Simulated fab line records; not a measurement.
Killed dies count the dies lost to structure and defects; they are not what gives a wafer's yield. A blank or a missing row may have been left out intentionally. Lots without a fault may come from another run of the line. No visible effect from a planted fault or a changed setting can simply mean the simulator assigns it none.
Split-lot study | flow n5Finfet | 7 lots, 21 wafers read, on a route of 1938 steps

## THE SPLIT ITSELF
At N5_BEOL_M15_PEB_26 (peb time 90 s), the setting pebTimeS was moved away from the recipe's 90 s on 8 of the 21 wafers read, by -18.9% to +19.8%. The other wafers ran this setting at the recipe's value.

## FROM THE SPLIT TO THE READING: what the file shows between them, 2 steps
- N5_BEOL_M15_DEVELOP_27: develop time 45 s
- N5_BEOL_M15_HARDBAKE_32: time 120 s

## THE READING
At N5_BEOL_M15_CD_MEAS_28: cdNm in nanometres, against a target cd of 407.6 nm. A value of 407.6 nm with a standard deviation of 2.5 nm is what fault-free wafers of this fab line usually give.

wafer  | tool, chamber at the split | pebTimeS as run, s | against the recipe | cdNm, nm | against lot-mates on the recipe
L074.2 | lithoTrack-03, 0           | 90                 | recipe             | 404.3    | -
L074.3 | lithoTrack-03, 0           | 74.84              | -16.8%             | 397.6    | -6.7
L074.6 | lithoTrack-03, 0           | 74.84              | -16.8%             | 399.0    | -5.3
L075.2 | lithoTrack-02, 0           | 90                 | recipe             | 407.5    | -
L075.3 | lithoTrack-02, 0           | 90                 | recipe             | 408.2    | -
L075.6 | lithoTrack-02, 0           | 90                 | recipe             | 410.6    | -
L084.1 | lithoTrack-03, 0           | 90                 | recipe             | 405.0    | -
L084.5 | lithoTrack-03, 0           | 90                 | recipe             | 406.7    | -
L084.6 | lithoTrack-03, 0           | 90                 | recipe             | 404.5    | -
L085.2 | lithoTrack-04, 0           | 72.98              | -18.9%             | 400.8    | -8.0
L085.4 | lithoTrack-04, 0           | 90                 | recipe             | 408.8    | -
L085.6 | lithoTrack-04, 0           | 72.98              | -18.9%             | 401.6    | -7.2
L087.3 | lithoTrack-03, 0           | 107.8              | +19.8%             | 408.7    | +6.5
L087.4 | lithoTrack-03, 0           | 107.8              | +19.8%             | 411.9    | +9.7
L087.6 | lithoTrack-03, 0           | 90                 | recipe             | 402.2    | -
L090.2 | lithoTrack-03, 0           | 90                 | recipe             | 406.5    | -
L090.3 | lithoTrack-03, 0           | 90                 | recipe             | 405.1    | -
L090.5 | lithoTrack-03, 0           | 81.87              | -9.0%              | 401.9    | -3.9
L088.1 | lithoTrack-03, 0           | 95.62              | +6.2%              | 411.1    | +3.6
L088.3 | lithoTrack-03, 0           | 90                 | recipe             | 408.4    | -
L088.4 | lithoTrack-03, 0           | 90                 | recipe             | 406.7    | -

FIT RESULTS
A straight line over all 21 wafers: cdNm changes by +0.313 nm for each +1% of pebTimeS; r = +0.82; the points scatter about the line by 2.3 nm.
The same after taking each lot's own level away (the mean of its wafers on the recipe; 21 wafers): +0.399 nm for each +1%; r = +0.97; scatter 1 nm.
On that fit, the largest move of pebTimeS shifts the reading by 7.9 nm.
Measured against the standard deviation above, the lots' own levels, which go from 402.20 to 408.80 nm, span 2.6 times it.
So the lot-to-lot level changes the slope: the two fits differ.
Check: for one of the wafers moved furthest among these (+19.8%), held out of the fit, the line's prediction against its lot-mates is +8.54 nm. Against them it came out at +6.5 nm.

## ADDITIONAL SPLITS CARRIED BY THESE WAFERS
Note: prior to the reading, these wafers also went through further splits. Each is held against what the fit with the lots' levels taken away leaves over:
other split on the same wafers      | wafers away from the commonest value | r with cdNm (lot level and that fit taken away)
N5_BEOL_M13_COAT_65 spinRpm         | 8                                    | +0.33
N5_BEOL_M14_EXPOSE_25 doseMj        | 5                                    | -0.04
N5_BEOL_M14_DEVELOP_27 developTimeS | 7                                    | +0.23

## THE WHOLE CHAIN: every reading that the file lists as answering this split, in the file's order
step                   | what it does                                                            | reading                                                        | change (the file's fit)               | r (the file's)
N5_BEOL_M15_CD_MEAS_28 | target cd 407.6 nm                                                      | cdNm                                                           | +0.402 nm for each +1% of the setting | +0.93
N5_BEOL_M15_DESCUM_33  | chemistry O2, time 7.9 s                                                | BEOL_M15.cdNm (the simulator's own value, which no gauge read) | +0.393 nm for each +1% of the setting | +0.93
N5_BEOL_M15_ETCH_61    | etches BARC in N2/H2, target depth 89 nm, overetch 26.7 nm, time 67.9 s | BEOL_M15.cdNm (the simulator's own value, which no gauge read) | +0.384 nm for each +1% of the setting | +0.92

## THE FILE'S OWN FIT
cdNm changes by +0.402 nm for each +1% of pebTimeS, r = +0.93.
